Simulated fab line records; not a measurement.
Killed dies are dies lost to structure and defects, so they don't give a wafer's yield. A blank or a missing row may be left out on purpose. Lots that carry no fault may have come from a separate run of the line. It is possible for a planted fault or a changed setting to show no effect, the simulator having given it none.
Which tool did it? + flow nand harc + 36 wafers from 12 lots sampled at 5 of the route's 1302 steps

== WHAT THE GAUGES READ, wafer by wafer ==
NHARC_THIN_TSV_CD_MEAS_33: the cd target is 5000 nm.
| lot  | measured     | on        | cd nm (nm)           |
|------|--------------|-----------|----------------------|
| L689 | day 23 20:11 | cd sem-03 | 4999.2 5000.9 4997.6 |
| L690 | day 24 13:47 | cd sem-02 | 5001.6 4997.7 4998.1 |
| L691 | day 24 21:01 | cd sem-01 | 5002.1 5003.5 5000.4 |
| L693 | day 25 13:16 | cd sem-03 | 4996.2 4993.9 4999.7 |
| L694 | day 26 23:37 | cd sem-02 | 5000.6 4997.4 4998.3 |
| L696 | day 26 22:25 | cd sem-01 | 4996.7 5001.3 5000.5 |
| L699 | day 28 00:37 | cd sem-01 | 4999.8 4999.4 5003.2 |
| L704 | day 30 06:19 | cd sem-03 | 4999.2 4999.6 5001.3 |
| L707 | day 31 07:34 | cd sem-03 | 5005.1 5000.4 5002.0 |
| L708 | day 31 14:02 | cd sem-01 | 5001.0 4998.4 5002.2 |
| L711 | day 33 13:46 | cd sem-03 | 5001.2 5001.6 4998.1 |
| L712 | day 34 05:17 | cd sem-02 | 5000.4 5001.2 5003.0 |

NHARC_END_SORT_01.
| lot  | measured     | on        | killed at array | killed at other | killed at periphery | killed dies | killed open | killed short |
|------|--------------|-----------|-----------------|-----------------|---------------------|-------------|-------------|--------------|
| L696 | day 27 08:28 | prober-02 | 66 134 128      | 1 2 1           | 9 8 2               | 76 144 131  | 3 4 3       | 1 3 2        |
| L699 | day 28 11:56 | prober-01 | 76 126 56       | 0 0 0           | 3 1 2               | 79 127 58   | 2 0 3       | 0 5 0        |

== EACH LOT AND THE TOOL THAT RAN IT (in order: tool; ch and the chambers of the sampled wafers; start) ==
| lot  | NHARC_A_CONTACT_ETCH_51            | NHARC_THIN_TSV_DESCUM_14           | NHARC_THIN_TSV_ETCH_44             |
|------|------------------------------------|------------------------------------|------------------------------------|
| L689 | rie diel-02 ch 0,1,3, day 21 05:46 | rie diel-11 ch 0,1,2, day 23 14:26 | rie diel-11 ch 0,1,3, day 23 14:34 |
| L690 | rie diel-02 ch 1,2, day 21 23:56   | rie diel-07 ch 1,2, day 24 08:04   | rie diel-07 ch 0,2,3, day 24 08:19 |
| L691 | rie diel-03 ch 1,3, day 22 09:57   | rie diel-11 ch 0,2, day 24 15:16   | rie diel-11 ch 0,1,2, day 24 15:22 |
| L693 | rie diel-03 ch 0,1,3, day 23 04:20 | rie diel-07 ch 0,2,3, day 25 07:27 | rie diel-07 ch 1,2,3, day 25 07:38 |
| L694 | rie diel-03 ch 0,1,2, day 23 13:52 | rie diel-07 ch 0,2, day 26 17:52   | rie diel-07 ch 1,2,3, day 26 18:04 |
| L696 | rie diel-03 ch 1,3, day 24 03:15   | rie diel-10 ch 2,3, day 26 16:40   | rie diel-10 ch 1,2,3, day 26 16:52 |
| L699 | rie diel-03 ch 0,1,2, day 25 08:40 | rie diel-07 ch 0,1,2, day 27 18:51 | rie diel-07 ch 0,1,2, day 27 18:59 |
| L704 | rie diel-12 ch 0,1, day 27 14:44   | rie diel-11 ch 0,2, day 30 00:28   | rie diel-11 ch 0,2, day 30 00:36   |
| L707 | rie diel-02 ch 0,1,3, day 28 15:49 | rie diel-11 ch 1,2,3, day 31 01:57 | rie diel-11 ch 0,1,3, day 31 02:02 |
| L708 | rie diel-03 ch 2,3, day 28 18:26   | rie diel-10 ch 1,2,3, day 31 08:24 | rie diel-10 ch 0,3, day 31 08:28   |
| L711 | rie diel-12 ch 0,1,2, day 30 22:29 | rie diel-11 ch 0,2,3, day 33 07:58 | rie diel-11 ch 0,1,2, day 33 08:03 |
| L712 | rie diel-03 ch 0,1,3, day 31 14:50 | rie diel-10 ch 2,3, day 33 23:35   | rie diel-10 ch 0,3, day 33 23:43   |
- NHARC_A_CONTACT_ETCH_51: etches the open film in O2/COS, target depth 7000 nm, time 1820 s.
- NHARC_THIN_TSV_DESCUM_14: chemistry O2, time 3 s.
- NHARC_THIN_TSV_ETCH_44: etches the open film in CF4/O2, target depth 1594.2 nm, time 797.1 s.

== AS READ BY THE TOOLS THEMSELVES (means over the sampled wafers that have a number; for cases with no such wafer, the mark the record gives instead) ==
NHARC_A_CONTACT_ETCH_51.
| lot  | tool        | drypump motor current A (A) | oes product au (a.u.) | rf vpp V (V) | showerhead plenum p Torr (Torr) | throttle valve pct (%) |
|------|-------------|-----------------------------|-----------------------|--------------|---------------------------------|------------------------|
| L689 | rie diel-02 | 5.7                         | 1.004                 | 314.0        | 3.16                            | 28.343                 |
| L690 | rie diel-02 | 5.7                         | 0.994                 | 312.5        | 2.98                            | 28.323                 |
| L691 | rie diel-03 | 5.5                         | 0.998                 | 313.9        | 3.07                            | 28.328                 |
| L693 | rie diel-03 | 5.5                         | 1.000                 | 312.9        | 3.08                            | 28.334                 |
| L694 | rie diel-03 | 5.8                         | 1.001                 | 313.2        | 3.06                            | 28.324                 |
| L696 | rie diel-03 | 5.5                         | 0.996                 | 312.2        | 3.07                            | 28.330                 |
| L699 | rie diel-03 | 5.8                         | 0.998                 | 312.3        | 3.05                            | 28.328                 |
| L704 | rie diel-12 | 5.7                         | 1.005                 | 313.1        | 3.12                            | 28.320                 |
| L707 | rie diel-02 | 5.7                         | 1.001                 | 313.3        | 3.14                            | 28.328                 |
| L708 | rie diel-03 | 6.0                         | 1.007                 | 311.9        | 3.04                            | 28.333                 |
| L711 | rie diel-12 | 5.8                         | 1.001                 | 313.8        | 3.12                            | 28.328                 |
| L712 | rie diel-03 | 5.5                         | 0.993                 | 313.4        | 3.06                            | 28.332                 |

NHARC_THIN_TSV_DESCUM_14.
| lot  | tool        | drypump motor current A (A) | oes product au (a.u.) | rf vpp V (V) | showerhead plenum p Torr (Torr) | throttle valve pct (%) |
|------|-------------|-----------------------------|-----------------------|--------------|---------------------------------|------------------------|
| L689 | rie diel-11 | 5.4                         | 1.002                 | 57.2         | 1.89                            | 11.317                 |
| L690 | rie diel-07 | 5.1                         | 1.003                 | 57.9         | 1.89                            | 11.314                 |
| L691 | rie diel-11 | 5.3                         | 0.995                 | 57.1         | 1.87                            | 11.314                 |
| L693 | rie diel-07 | 5.7                         | 0.999                 | 58.0         | 1.88                            | 11.317                 |
| L694 | rie diel-07 | 5.7                         | 1.006                 | 57.3         | 1.92                            | 11.308                 |
| L696 | rie diel-10 | 5.6                         | 1.007                 | 57.8         | 1.97                            | 11.309                 |
| L699 | rie diel-07 | 5.3                         | 0.999                 | 58.3         | 1.87                            | 11.310                 |
| L704 | rie diel-11 | 5.5                         | 0.997                 | 58.6         | 1.88                            | 11.301                 |
| L707 | rie diel-11 | 5.3                         | 1.003                 | 58.3         | 1.91                            | 11.319                 |
| L708 | rie diel-10 | 5.7                         | 1.004                 | 57.2         | 1.91                            | 11.319                 |
| L711 | rie diel-11 | 5.2                         | 1.006                 | 57.9         | 1.89                            | 11.316                 |
| L712 | rie diel-10 | 5.8                         | 1.000                 | 58.0         | 1.96                            | 11.314                 |

NHARC_THIN_TSV_ETCH_44.
| lot  | tool        | drypump motor current A (A) | oes product au (a.u.) | rf vpp V (V) | showerhead plenum p Torr (Torr) | throttle valve pct (%) |
|------|-------------|-----------------------------|-----------------------|--------------|---------------------------------|------------------------|
| L689 | rie diel-11 | 5.1                         | 0.989                 | 794          | 1.83                            | 16.916                 |
| L690 | rie diel-07 | 5.7                         | 0.999                 | 792          | 1.80                            | 16.913                 |
| L691 | rie diel-11 | 5.4                         | 1.001                 | 793          | 1.81                            | 16.914                 |
| L693 | rie diel-07 | 5.3                         | 0.994                 | 789          | 1.76                            | 16.907                 |
| L694 | rie diel-07 | 5.3                         | 1.006                 | 791          | 1.76                            | 16.914                 |
| L696 | rie diel-10 | 5.7                         | 0.995                 | 795          | 1.83                            | 16.905                 |
| L699 | rie diel-07 | 5.2                         | 1.004                 | 792          | 1.80                            | 16.913                 |
| L704 | rie diel-11 | 5.2                         | 0.996                 | 792          | 1.79                            | 16.903                 |
| L707 | rie diel-11 | 5.1                         | 0.994                 | 794          | 1.82                            | 16.927                 |
| L708 | rie diel-10 | 5.6                         | 0.987                 | 794          | 1.83                            | 16.909                 |
| L711 | rie diel-11 | 5.4                         | 0.996                 | 793          | 1.81                            | 16.913                 |
| L712 | rie diel-10 | 5.8                         | 0.997                 | 791          | 1.77                            | 16.912                 |

== THE ANSWER, worked out from the rows above alone ==
Rule: what is usual is taken from the lots themselves. The widest of any qualifying gaps counts: lots, ordered by their means at a reading, are off when they make up no more than a third of the lots, leave a main group of 4 or more, and stand apart from it by 3 or more times the standard deviation of that group's means. The tables above print the reading to a certain number of digits; a main group whose means all agree to those digits is not used. Also off: a lot with no number at a reading for which 4 or more lots have one. The other lots that the step has rows for count as sound. First the gauges in route order, then the tools' own readings, where a lot's mean is used as printed above. The first step at which some lot is off is used, and at that step the reading that is off furthest; a lot without a number counts as furthest.
Across all readings shown, no lot is off: no conclusion can be drawn from this.

== WHAT THE SIMULATOR HAD INSERTED ==
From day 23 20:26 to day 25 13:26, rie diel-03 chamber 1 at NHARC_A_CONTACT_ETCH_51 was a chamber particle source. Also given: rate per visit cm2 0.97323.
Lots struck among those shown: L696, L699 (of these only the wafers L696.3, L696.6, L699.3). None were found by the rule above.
